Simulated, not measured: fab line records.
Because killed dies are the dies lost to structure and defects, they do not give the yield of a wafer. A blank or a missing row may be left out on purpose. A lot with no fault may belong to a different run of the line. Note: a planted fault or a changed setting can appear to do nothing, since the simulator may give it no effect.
Chamber matching / flow n5Finfet / rieDiel-02 running N5_BEOL_M13_ETCH_59: 4 sister chambers
The step etches BARC in N2/H2, target depth 89 nm, overetch 26.7 nm, time 67.9 s. 4 wafers are shown with their chamber, then 8 later ones without.

WAFERS WITH THEIR CHAMBER
wafer=L088.1; chamber=2; drypumpMotorCurrentA (A)=6.3
wafer=L090.2; chamber=0; drypumpMotorCurrentA (A)=5.5
wafer=L090.5; chamber=3; drypumpMotorCurrentA (A)=5.7
wafer=L091.1; chamber=1; drypumpMotorCurrentA (A)=6.4

WAFERS WITH NO CHAMBER GIVEN
wafer=L091.4; drypumpMotorCurrentA (A)=5.6
wafer=L091.5; drypumpMotorCurrentA (A)=6.3
wafer=L089.2; drypumpMotorCurrentA (A)=5.6
wafer=L089.3; drypumpMotorCurrentA (A)=6.3
wafer=L089.6; drypumpMotorCurrentA (A)=5.5
wafer=L097.2; drypumpMotorCurrentA (A)=5.7
wafer=L097.4; drypumpMotorCurrentA (A)=6.3
wafer=L097.5; drypumpMotorCurrentA (A)=6.4

EACH ONE'S CHAMBER
wafer=L091.4; from the rows above=can't be placed: 0 or 3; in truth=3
wafer=L091.5; from the rows above=2; in truth=2
wafer=L089.2; from the rows above=can't be placed: 0 or 3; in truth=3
wafer=L089.3; from the rows above=2; in truth=2
wafer=L089.6; from the rows above=0; in truth=0
wafer=L097.2; from the rows above=3; in truth=3
wafer=L097.4; from the rows above=2; in truth=2
wafer=L097.5; from the rows above=1; in truth=1
Placed correctly: 6 of 8. Cannot be placed on the basis of these rows: 2; the candidates contain the true chamber in 2. 0 placed wrongly.
How it was worked out, from the rows above alone: a wafer's distance from a chamber is the root of the sum, over the readings, of the square of ((its reading less the chamber's mean) divided by the reading's scatter). If the next closest chamber is less than 2 further off than the closest, the wafer can't be placed; otherwise it belongs to the closest. For every chamber, the mean is computed from those of its wafers that are shown. The scatter: with one shown wafer a chamber, the root of the mean of the squares of how far each hidden wafer lies from its nearest shown one.
